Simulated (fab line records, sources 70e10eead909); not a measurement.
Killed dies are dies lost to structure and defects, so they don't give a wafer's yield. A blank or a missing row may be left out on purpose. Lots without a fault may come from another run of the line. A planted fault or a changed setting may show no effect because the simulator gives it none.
Which tool did it? | flow nand_harc | 7 lots, 21 wafers sampled, at 4 steps of a route of 1302

WHAT THE GAUGES READ, wafer by wafer
NHARC_A_CONTACT_CD_MEAS_69: target cd 300 nm.
lot  | measured     | on        | cd_nm (nm)
L645 | day 24 01:25 | cd_sem-01 | 299.7 299.7 299.7
L646 | day 24 19:33 | cd_sem-01 | 299.9 299.9 300.2
L649 | day 25 17:49 | cd_sem-01 | 300.2 300.0 300.3
L652 | day 26 06:18 | cd_sem-01 | 300.0 299.5 299.7
L654 | day 27 09:13 | cd_sem-01 | 299.9 300.0 299.6
L655 | day 28 03:46 | cd_sem-03 | - - -
L663 | day 31 00:15 | cd_sem-02 | 300.6 300.3 300.3

WHICH TOOL RAN EACH LOT (tool, then ch and the chambers of the sampled wafers, then the start)
lot  | NHARC_A_CONTACT_ETCH_122             | NHARC_A_CONTACT_STRIP_55                      | NHARC_A_CONTACT_PEB_67
L645 | har_cap_etch-02 ch 0,1, day 23 16:56 | rie_diel-12 ch 0,3, day 24 01:21 or earlier   | litho_track-01 ch 0, day 24 01:21
L646 | har_cap_etch-02 ch 0,1, day 24 08:23 | rie_diel-12 ch 0,2, day 24 19:29 or earlier   | litho_track-06 ch 0, day 24 19:29
L649 | har_cap_etch-02 ch 0,1, day 25 09:25 | rie_diel-12 ch 0,1,2, day 25 17:44 or earlier | litho_track-06 ch 0, day 25 17:44
L652 | har_cap_etch-02 ch 0, day 25 22:34   | rie_diel-12 ch 0,1,3, day 26 06:13 or earlier | litho_track-04 ch 0, day 26 06:13
L654 | har_cap_etch-01 ch 0,1, day 27 02:54 | rie_diel-07 ch 1,2,3, day 27 09:08 or earlier | litho_track-04 ch 0, day 27 09:08
L655 | har_cap_etch-03 ch 0,1, day 27 20:04 | rie_diel-04 ch 0,2,3, day 28 03:41 or earlier | litho_track-04, day 28 03:41
L663 | har_cap_etch-03 ch 0,1, day 30 17:46 | rie_diel-12 ch 0,1,2, day 31 00:10 or earlier | litho_track-04 ch 0, day 31 00:10
- NHARC_A_CONTACT_ETCH_122: etches the open film in C4F8/O2/Ar, time 190 s, target depth 1850 nm.
- NHARC_A_CONTACT_STRIP_55: strips in O2.
- NHARC_A_CONTACT_PEB_67: peb time 65 s.

THE ANSWER, worked out from the rows above alone
Rule: what is usual is taken from the lots themselves. Put in order of their means at a reading, lots are off if they are a third of the lots or fewer, leave a main group of 4 or more, and stand apart from it by a gap of 3 or more times the standard deviation of the main group's means; of several such gaps the widest counts. A main group whose means are all the same, to the digits that the tables above print for the reading, isn't used. A lot without any number at a reading at which 4 lots or more have one is off too. The other lots that the step has rows for count as sound.
Off: L655, at NHARC_A_CONTACT_CD_MEAS_69 (cd_nm). Without a number there: L655. The main group: mean 300.0 nm, standard deviation 0.25.
A tool fits if, at a process step before that reading, it ran every lot that is off, and no sound lot after the first of them. The gauges at NHARC_A_CONTACT_CD_MEAS_69 are tried like those tools. NHARC_A_CONTACT_STRIP_55 gives no start for some lots, so the hours and the order of its lots are those of NHARC_A_CONTACT_PEB_67. Can't be told from this: 2 tools fit, rie_diel-04 at NHARC_A_CONTACT_STRIP_55, cd_sem-03 at NHARC_A_CONTACT_CD_MEAS_69.

WHAT THE SIMULATOR HAD PUT IN
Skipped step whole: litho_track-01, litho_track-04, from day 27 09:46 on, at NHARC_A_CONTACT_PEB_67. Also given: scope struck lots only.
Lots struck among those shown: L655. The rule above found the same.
